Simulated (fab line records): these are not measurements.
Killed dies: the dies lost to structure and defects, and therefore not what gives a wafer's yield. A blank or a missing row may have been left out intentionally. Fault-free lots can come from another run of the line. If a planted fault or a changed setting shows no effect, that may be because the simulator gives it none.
Problem report in the 8D (eight disciplines) form, filled by code ; flow nandHarc ; the parts of the form that need people (team, actions taken, sign-off) are left out

1. WHAT WENT WRONG
Wafers without a fault read 60.77, standard deviation 0.064; exposureDoseMJCm2 at NHARC_A_SLIT_EXPOSE_06 reads a mean of 61.81 on 6 wafers belonging to 2 lots. Measured from the usual mean, that is +16 standard deviations.
The step: exposes mask SLIT.
The first sign was on wafer L986.4 at day 28 04:13, on arfiScanner-02. Wafers with a number at this step in the record: 33, from 11 lots. Rule for "out" (also "out of limits"): further than 4 standard deviations from the usual mean. The other wafers with a number count as sound.

2. WHAT IT IS; WHAT IT IS NOT
question;is;is not
which readings at this step;exposureDoseMJCm2;reticleTempC
which lots;L986, L989;L966, L969, L970, L971, L972, L974, L975, L978, L982
which wafers of those lots;all that have a number;-
read on which tools;arfiScanner-02;arfiScanner-01, arfiScanner-03
when;from day 28 04:13;up to then (27 sound wafers)

3. THE SUSPECTS, EACH WITH WHAT RULES IT OUT
Counting: a tool at any process step up to the reading remains a suspect when it ran all the lots that are out and ran no sound lot after the first of those.
- arfiScanner-02 at NHARC_A_SLIT_EXPOSE_06 (exposes mask SLIT): kept. Every lot that is out went through it, starting with L986 (day 28 04:13), and after that it ran no sound lot; the last sound lot it ran before then is L982 (day 26 12:05). Out on those wafers are its own readings of exposureDoseMJCm2.
Left after counting: arfiScanner-02 at NHARC_A_SLIT_EXPOSE_06.

4. THE CAUSE (what the simulator had put in)
Process parameters drifting: arfiScanner-02 at NHARC_A_SLIT_EXPOSE_06, beginning at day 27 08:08. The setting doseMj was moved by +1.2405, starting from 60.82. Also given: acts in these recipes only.
This tool alone remained once counting was done.

5. THE CHAIN OF EFFECTS, in route order
Each row: a reading where the mean over the struck wafers with a number is more than 3 standard deviations away from the usual. Only readings whose record carries a usual standard deviation are examined. hours: median over the lots of the time between each lot's start at the first step of this table that gives one and its start at this step. sigmas: the change, counted in usual standard deviations.
hours;step;reading;usual;on struck wafers;change;sigmas
0;NHARC_A_SLIT_EXPOSE_06;exposureDoseMJCm2;60.77;61.81;+1.04;+16
It contains these process steps:
- NHARC_A_SLIT_EXPOSE_06: exposes mask SLIT.

6. HOW IT WOULD HAVE BEEN CAUGHT EARLIER
The fault began at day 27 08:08; the first out-of-limits reading in this record came at day 28 04:13, 20 hours later.
